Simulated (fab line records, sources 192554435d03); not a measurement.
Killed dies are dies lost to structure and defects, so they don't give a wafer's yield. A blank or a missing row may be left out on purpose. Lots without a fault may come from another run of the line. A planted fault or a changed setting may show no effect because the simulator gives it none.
Split-lot experiment | flow n5_finfet | 7 lots, 39 wafers read, on a route of 1938 steps

THE SPLIT
At N5_BEOL_M4_TRENCH_ETCH_37 (etches SiOC in C4F6/O2, target depth 55.555 nm, time 29.2 s), the setting time_s was moved away from the recipe's 29.2 s on 15 of the 39 wafers read, by -57.0% to +16.5%. The other wafers ran this setting at the recipe's value.

FROM THE SPLIT TO THE READING: what the file shows between them, 8 steps
- N5_BEOL_M4_ETCH_41: etches SiCN in CH3F/O2, target depth 29.9 nm, time 52.5 s
- N5_BEOL_M4_STRIP_97: strips in N2/H2, time 10 s
- N5_BEOL_M4_OCD_MEAS_38
- N5_BEOL_M4_HM_STRIP_39: strips TiN in peroxide tin strip, target depth 25 nm, time 158 s
- N5_BEOL_M4_SRD_40: time 30 s
- N5_BEOL_M4_ECD_50: material Cu, target thk 300 nm
- N5_BEOL_M4_ANNEAL_51: time 90 s
- N5_BEOL_M4_CMP_52: polishes, stops on SiOC, t overpolish 6.8 s, target thk 40 nm

THE READING
M4_THK, in nm, at N5_BEOL_M4_THK_MEAS_53 (measures by xrf). Fault-free wafers of this fab line usually give 40.2 nm, standard deviation 1.3 nm.

wafer  | tool, chamber at the split | time_s as run, s | against the recipe | M4_THK, nm | against lot-mates on the recipe
L075.3 | rie_diel-06, 1             | 29.2             | recipe             | 40.7       | -
L075.4 | rie_diel-06, 3             | 29.2             | recipe             | 40.7       | -
L075.5 | rie_diel-06, 1             | 29.2             | recipe             | 41.1       | -
L077.1 | rie_diel-04, 2             | 18.89            | -35.3%             | 20.6       | -20.5
L077.2 | rie_diel-04, 0             | 18.89            | -35.3%             | 20.8       | -20.3
L077.3 | rie_diel-04, 1             | 18.89            | -35.3%             | 20.1       | -21.0
L077.4 | rie_diel-04, 3             | 29.2             | recipe             | 41.1       | -
L077.5 | rie_diel-04, 1             | 29.2             | recipe             | 40.8       | -
L077.6 | rie_diel-04, 2             | 29.2             | recipe             | 41.3       | -
L081.1 | rie_diel-05, 0             | 29.2             | recipe             | 37.9       | -
L081.2 | rie_diel-05, 1             | 34.02            | +16.5%             | 50.9       | +12.3
L081.3 | rie_diel-05, 3             | 34.02            | +16.5%             | 48.4       | +9.8
L081.4 | rie_diel-05, 2             | 29.2             | recipe             | 39.3       | -
L081.5 | rie_diel-05, 0             | 29.2             | recipe             | 38.7       | -
L081.6 | rie_diel-05, 3             | 34.02            | +16.5%             | 48.8       | +10.2
L090.1 | rie_diel-06, 0             | 23.88            | -18.2%             | 30.0       | -10.0
L090.2 | rie_diel-06, 3             | 29.2             | recipe             | 39.9       | -
L090.3 | rie_diel-06, 1             | 23.88            | -18.2%             | 28.4       | -11.6
L090.4 | rie_diel-06, 2             | 29.2             | recipe             | 41.7       | -
L090.5 | rie_diel-06, 1             | 29.2             | recipe             | 38.5       | -
L090.6 | rie_diel-06, 2             | 23.88            | -18.2%             | 30.9       | -9.1
L091.1 | rie_diel-04, 1             | 29.2             | recipe             | 39.6       | -
L091.2 | rie_diel-04, 2             | 29.2             | recipe             | 38.7       | -
L091.3 | rie_diel-04, 3             | 29.2             | recipe             | 40.8       | -
L091.4 | rie_diel-04, 0             | 29.2             | recipe             | 40.5       | -
L091.5 | rie_diel-04, 3             | 29.2             | recipe             | 39.4       | -
L091.6 | rie_diel-04, 2             | 29.2             | recipe             | 40.8       | -
L092.1 | rie_diel-04, 3             | 29.2             | recipe             | 39.3       | -
L092.2 | rie_diel-04, 1             | 29.2             | recipe             | 39.3       | -
L092.3 | rie_diel-04, 2             | 12.56            | -57.0%             | 7.5        | -31.9
L092.4 | rie_diel-04, 0             | 12.56            | -57.0%             | 7.4        | -32.0
L092.5 | rie_diel-04, 3             | 12.56            | -57.0%             | 6.7        | -32.7
L092.6 | rie_diel-04, 0             | 29.2             | recipe             | 39.5       | -
L097.1 | rie_diel-04, 1             | 29.2             | recipe             | 40.6       | -
L097.2 | rie_diel-04, 3             | 16.22            | -44.5%             | 14.6       | -24.9
L097.3 | rie_diel-04, 0             | 16.22            | -44.5%             | 15.0       | -24.5
L097.4 | rie_diel-04, 2             | 29.2             | recipe             | 38.9       | -
L097.5 | rie_diel-04, 0             | 29.2             | recipe             | 39.0       | -
L097.6 | rie_diel-04, 3             | 16.22            | -44.5%             | 15.7       | -23.8

THE FIT
A straight line over all 39 wafers: M4_THK changes by +0.566 nm for each +1% of time_s; r = +1.00; the points scatter about the line by 0.97 nm.
The same after taking each lot's own level away (the mean of its wafers on the recipe; 39 wafers): +0.57 nm for each +1%; r = +1.00; scatter 0.86 nm.
On that fit, the largest move of time_s shifts the reading by 32 nm.
The lots' own levels span 38.63 to 41.07 nm, that is 1.9 times the standard deviation above.
So the lot-to-lot level changes the slope little: the two slopes agree.
Check: with one of the wafers moved furthest among these (-57.0%) left out of the fit, the line predicts -32.4 nm for it against its lot-mates. It came out at -31.9 nm against them.

THE WHOLE CHAIN: every reading that the file lists as answering this split, in the file's order
step                      | what it does                                                  | reading                                                                          | change (the file's fit)                                                              | r (the file's)
N5_BEOL_M4_TRENCH_ETCH_37 | etches SiOC in C4F6/O2, target depth 55.555 nm, time 29.2 s   | etch.depth_nm (the simulator's own value, which no gauge read)                   | +0.56 nm for each +1% of the setting                                                 | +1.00
N5_BEOL_M4_TRENCH_ETCH_37 | etches SiOC in C4F6/O2, target depth 55.555 nm, time 29.2 s   | BEOL_M4.feature_depth_nm (the simulator's own value, which no gauge read)        | +0.56 nm for each +1% of the setting                                                 | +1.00
N5_BEOL_M4_TRENCH_ETCH_37 | etches SiOC in C4F6/O2, target depth 55.555 nm, time 29.2 s   | TiN_of_BEOL_M4_HM_DEP_02.thk_nm (the simulator's own value, which no gauge read) | -0.0258 nm for each +1% of the setting                                               | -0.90
N5_BEOL_M4_OCD_MEAS_38    |                                                               | trench_depth_nm                                                                  | +0.555 nm for each +1% of the setting                                                | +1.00
N5_BEOL_M4_CMP_52         | polishes, stops on SiOC, t overpolish 6.8 s, target thk 40 nm | Cu_of_BEOL_M4_ECD_50.thk_nm (the simulator's own value, which no gauge read)     | +0.565 nm for each +1% of the setting                                                | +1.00
N5_BEOL_M4_THK_MEAS_53    | measures by xrf                                               | M4_THK                                                                           | +0.566 for each +1% of the setting                                                   | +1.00
N5_BEOL_M4_RS_MEAS_58     | measures by four-point-probe                                  | M4_RS                                                                            | not straight: 7.305 at the lowest setting, 0.675 at the recipe, 0.511 at the highest | not given

THE FILE'S OWN FIT
M4_THK changes by +0.566 nm for each +1% of time_s, r = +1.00.
